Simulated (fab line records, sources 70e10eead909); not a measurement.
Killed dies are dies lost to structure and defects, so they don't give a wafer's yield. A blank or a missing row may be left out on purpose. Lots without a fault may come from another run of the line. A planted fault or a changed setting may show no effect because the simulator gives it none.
fab line records | flow nand_harc | part 2 of 2: steps 23 to 35 of 35
record lots=5 wafers=15 last_day=33
route steps=1302 shown P_M1@295 P_M2@318
lots that met no fault: from a run of the same line without faults
start_h: hours from the record's first day to the start of the lot's first wafer shown | wait_h: hours since the lot's step before | " the same as in the row above | L1.1+2: a row that stands for several wafers | - no value, or no start given | * or withheld: withheld | < > ~ a bound
route shown NAME@n: a module of which the file shows steps, and the number in the route of the first | usual: mean/standard deviation of fault-free wafers | same: alike in all rows | chamber/n: place in a boat | sites: the reading at each site | _std_site: their standard deviation | _edge_site: outer sites' mean less inner sites' | radius_mm: how far each site lies from the wafer's centre | mask NAME#n: copy n | behind: the tool/chamber that last shaped the wafer | hold: why the lot was held/for how many hours/how that ended | device: the transistor (n, p or np) that didn't switch | end of line: the same wafers' tests at the end of the route | a step without rows: its recipe alone | killed: dies lost to structure and defects at the first sort, not the wafer's yield | map: a wafer's dies, x killed, . not, _ none there
set.NAME: the setting as run; set.NAME@STEP: as run at that earlier step | model.NAME: the simulator's own value behind a step, which no gauge read
lots at some steps of the route; a table a step, a row a wafer
services: from which hour (start_h, from the record's first day; less than 0 if before it) a tool's chamber was out of use, for how many hours, and why
## steps
# step NHARC_P_M2_DEP_00
# recipe target_thk_a=1825 target_thk_nm=182.5 temp_c=withheld pressure_torr=5 flow_sccm=200 rf_w=600 material=SiOC
# columns lot.wafer tool chamber start_h wait_h
L089.2+3+4 pecvd-04 0,1,2 291.98 -
L090.2+6+4 pecvd-02 0,0,1 293.14 -
L094.1+6+4 pecvd-01 1,0,2 331.01 -
L096.3+2+5 pecvd-04 0,1,0 349.25 -
L097.1+5+6 pecvd-04 2,0,1 356.26 -
# step NHARC_P_M2_DEHYDRATE_01
# recipe temp_c=150 time_s=120
# usual plate_temp_C=150.02/0.15
# columns lot.wafer tool chamber start_h wait_h plate_temp_C
L089.2 litho_track-04 0 292.34 - 150.01
L089.3 " 0 " " 150.06
L089.4 " 0 " " 150.08
L090.2 litho_track-01 0 293.54 - 150.21
L090.4 " 0 " " 150.13
L090.6 " 0 " " 150.27
L094.1 litho_track-04 0 331.38 - 149.86
L094.4 " 0 " " 149.98
L094.6 " 0 " " 150.30
L096.2 litho_track-04 0 349.66 - 149.96
L096.3 " 0 " " 149.95
L096.5 " 0 " " 149.98
L097.1 litho_track-01 0 356.67 - 150.03
L097.5 " 0 " " 149.77
L097.6 " 0 " " 149.83
# step NHARC_P_M2_HMDS_02
# recipe time_s=30
# columns lot.wafer tool chamber start_h wait_h
L089.2+3+4 litho_track-04 0 - -
L090.2+4+6 litho_track-01 0 - -
L094.1+4+6 litho_track-04 0 - -
L096.2+3+5 litho_track-04 0 - -
L097.1+5+6 litho_track-01 0 - -
# step NHARC_P_M2_COAT_34
# recipe temp_c=200 time_s=65
# usual plate_temp_C=199.98/0.18
# columns lot.wafer tool chamber start_h wait_h plate_temp_C
L089.2 litho_track-04 0 - - 199.79
L089.3 " 0 " " 200.03
L089.4 " 0 " " 199.91
L090.2 litho_track-01 0 - - 200.22
L090.4 " 0 " " 199.90
L090.6 " 0 " " 200.16
L094.1 litho_track-04 0 - - 200.12
L094.4 " 0 " " 200.21
L094.6 " 0 " " 200.38
L096.2 litho_track-04 0 - - 199.91
L096.3 " 0 " " 199.93
L096.5 " 0 " " 199.71
L097.1 litho_track-01 0 - - 199.88
L097.5 " 0 " " 200.04
L097.6 " 0 " " 200.05
# step NHARC_P_M2_COAT_03
# recipe spin_rpm=1500 resist_thk_nm=90
# columns lot.wafer tool chamber start_h wait_h
L089.2+3+4 litho_track-04 0 - -
L090.2+4+6 litho_track-01 0 - -
L094.1+4+6 litho_track-04 0 - -
L096.2+3+5 litho_track-04 0 - -
L097.1+5+6 litho_track-01 0 - -
# step NHARC_P_M2_SOFTBAKE_04
# recipe temp_c=105 time_s=55
# usual plate_temp_C=104.98/0.14
# columns lot.wafer tool chamber start_h wait_h plate_temp_C
L089.2 litho_track-04 0 - - 104.85
L089.3 " 0 " " 104.71
L089.4 " 0 " " 104.70
L090.2 litho_track-01 0 - - 104.93
L090.4 " 0 " " 104.95
L090.6 " 0 " " 104.96
L094.1 litho_track-04 0 - - 104.95
L094.4 " 0 " " 105.00
L094.6 " 0 " " 104.98
L096.2 litho_track-04 0 - - 105.10
L096.3 " 0 " " 104.92
L096.5 " 0 " " 105.07
L097.1 litho_track-01 0 - - 104.81
L097.5 " 0 " " 104.90
L097.6 " 0 " " 104.84
# step NHARC_P_M2_EBR_05
# columns lot.wafer tool chamber start_h wait_h
L089.2+3+4 litho_track-04 0 - -
L090.2+4+6 litho_track-01 0 - -
L094.1+4+6 litho_track-04 0 - -
L096.2+3+5 litho_track-04 0 - -
L097.1+5+6 litho_track-01 0 - -
# step NHARC_P_M2_EXPOSE_06
# recipe na=1.35 target_cd_nm=170 dose_mj=80.78 mask_id=P_M2
# columns lot.wafer tool chamber start_h wait_h mask
L089.2+3+4 arfi_scanner-01 0 292.50 - P_M2#0
L090.2+4+6 arfi_scanner-01 0 293.70 - P_M2#0
L094.1+4+6 arfi_scanner-02 0 331.54 - P_M2#0
L096.2+3+5 arfi_scanner-03 0 349.96 - P_M2#0
L097.1+5+6 arfi_scanner-01 0 356.96 - P_M2#0
# step NHARC_P_M2_PEB_07
# recipe peb_temp_c=100 peb_time_s=65
# usual plate_temp_C=99.98/0.13
# same peb_time_s=65
# columns lot.wafer tool chamber start_h wait_h plate_temp_C
L089.2 litho_track-01 0 292.56 0.1 100.09
L089.3 " 0 " " 100.02
L089.4 " 0 " " 100.10
L090.2 litho_track-04 0 293.76 0.1 99.97
L090.4 " 0 " " 99.90
L090.6 " 0 " " 99.91
L094.1 litho_track-06 0 331.60 0.1 99.90
L094.4 " 0 " " 99.92
L094.6 " 0 " " 100.03
L096.2 litho_track-01 0 350.01 0.1 100.13
L096.3 " 0 " " 99.99
L096.5 " 0 " " 100.04
L097.1 litho_track-04 0 357.02 0.1 99.81
L097.5 " 0 " " 100.00
L097.6 " 0 " " 99.84
# step NHARC_P_M2_DEVELOP_08
# recipe develop_time_s=35 dev_temp_c=23
# columns lot.wafer tool chamber start_h wait_h
L089.2+3+4 litho_track-01 0 - -
L090.2+4+6 litho_track-04 0 - -
L094.1+4+6 litho_track-06 0 - -
L096.2+3+5 litho_track-01 0 - -
L097.1+5+6 litho_track-04 0 - -
# step NHARC_P_M2_CD_MEAS_09
# recipe target_cd_nm=170 landing_energy_ev=500
# usual cd_nm=169.7/0.68
# columns lot.wafer tool chamber start_h wait_h cd_nm
L089.2 cd_sem-02 0 292.64 - 169.0
L089.3 " 0 " " 169.5
L089.4 " 0 " " 169.4
L090.2 cd_sem-01 0 293.84 - 169.1
L090.4 " 0 " " 169.4
L090.6 " 0 " " 169.3
L094.1 cd_sem-03 0 331.68 - 170.7
L094.4 " 0 " " 169.4
L094.6 " 0 " " 169.5
L096.2 cd_sem-03 0 350.09 - 169.5
L096.3 " 0 " " 169.1
L096.5 " 0 " " 169.7
L097.1 cd_sem-03 0 357.10 - 169.9
L097.5 " 0 " " 169.3
L097.6 " 0 " " 169.7
# step NHARC_P_M2_OVL_MEAS_10
# recipe pitch_nm=340
# usual overlay_x_nm=-0.2/0.81 overlay_y_nm=0.1/0.81
# columns lot.wafer tool chamber start_h wait_h overlay_x_nm overlay_y_nm
L089.2 overlay-01 - 292.73 - 0.8 -1.3
L089.3 " - " " 0.9 -1.3
L089.4 " - " " 1.1 -1.5
L090.2 overlay-01 - 293.93 - 1.0 1.4
L090.4 " - " " 0.3 1.7
L090.6 " - " " 0.9 1.1
L094.1 overlay-01 - 331.77 - 0.7 -0.2
L094.4 " - " " 0.4 -0.6
L094.6 " - " " 0.8 -0.2
L096.2 overlay-01 - 350.18 - 0.7 -0.7
L096.3 " - " " 0.3 -0.8
L096.5 " - " " 0.0 -0.4
L097.1 overlay-01 - 357.19 - -0.4 -0.1
L097.5 " - " " -0.1 -0.6
L097.6 " - " " -0.4 0.4
# step NHARC_P_M2_INSPECT_11
# usual raw_defect_count=4.3/2.6
# columns lot.wafer tool chamber start_h wait_h raw_defect_count
L089.2 defect_inspect-01 - 292.76 0.0 4
L089.3 " - " " 6
L089.4 " - " " 7
L090.2 defect_inspect-02 - 293.97 0.0 2
L090.4 " - " " 1
L090.6 " - " " 0
L094.1 defect_inspect-01 - 331.81 0.0 1
L094.4 " - " " 2
L094.6 " - " " 3
L096.2 defect_inspect-02 - 350.22 0.0 7
L096.3 " - " " 5
L096.5 " - " " 1
L097.1 defect_inspect-01 - 357.22 0.0 3
L097.5 " - " " 2
L097.6 " - " " 5
## services
# columns tool chamber start_h hours kind
wet_bench-10 - 266.69 3.3 repair
pecvd-04 1 267.86 4.9 repair
pecvd-04 - 269.00 13.0 pm
rie_diel-12 - 269.75 9.0 pm
arfi_scanner-01 - 277.28 4.0 pm
wet_bench-08 - 279.99 3.0 repair
pecvd-02 0 280.37 8.9 repair
pvd_sputter-02 - 282.00 10.0 pm
cmp-01 - 283.81 4.0 pm
rie_diel-07 0 289.35 29.0 repair
arfi_scanner-01 - 289.58 0.7 repair
rie_diel-07 - 294.39 9.0 pm
wet_bench-08 - 294.40 8.0 pm
wet_bench-10 - 311.20 8.0 pm
pecvd-01 - 311.38 13.0 pm
litho_track-01 - 330.00 7.0 pm
cmp-02 - 330.50 4.0 pm
ecd_cu-01 - 336.00 8.0 pm
pecvd-01 2 338.24 2.3 repair
arfi_scanner-01 - 339.46 1.3 repair
rie_diel-11 2 345.73 11.0 repair
pvd_sputter-03 - 348.00 10.0 pm
litho_track-06 - 354.00 7.0 pm
rie_diel-07 2 354.30 5.6 repair
